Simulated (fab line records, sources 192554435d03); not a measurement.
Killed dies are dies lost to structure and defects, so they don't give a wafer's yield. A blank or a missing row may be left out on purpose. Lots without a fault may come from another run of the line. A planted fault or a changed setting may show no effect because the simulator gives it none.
Chamber matching | flow n5_finfet | N5_HKMG_FIN_ALD_36 on ald_metal-03: 4 sister chambers
The step deposits TiN, target thk 1 nm, pulse time 1 s, purge time 3 s. 4 wafers are shown with their chamber, then 8 later ones without.

WAFERS WITH THEIR CHAMBER
wafer  | chamber | heater_power_w (W)
L086.5 | 0       | 1079
L089.5 | 3       | 972
L089.6 | 2       | 878
L092.1 | 1       | 804

WAFERS WITHOUT THEIR CHAMBER
wafer  | heater_power_w (W)
L092.2 | 1089
L092.3 | 892
L093.1 | 824
L093.2 | 889
L093.3 | 1102
L094.2 | 1117
L094.4 | 808
L094.5 | 913

WHICH CHAMBER EACH WENT THROUGH
wafer  | from the rows above     | in truth
L092.2 | 0                       | 0
L092.3 | 2                       | 2
L093.1 | can't be placed: 1 or 2 | 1
L093.2 | 2                       | 2
L093.3 | 0                       | 0
L094.2 | 0                       | 0
L094.4 | 1                       | 1
L094.5 | can't be placed: 2 or 3 | 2
Placed correctly: 6 of 8. Can't be placed from these rows: 2 (the true chamber is among the candidates in 2). Placed wrongly: 0.
How it was worked out, from the rows above alone: a wafer's distance from a chamber is the root of the sum, over the readings, of the square of ((its reading less the chamber's mean) divided by the reading's scatter). The wafer belongs to the nearest chamber; if the next one is less than 2 further off, it can't be placed. A chamber's mean is the mean of its shown wafers. The scatter: with one shown wafer a chamber, the root of the mean of the squares of how far each hidden wafer lies from its nearest shown one.
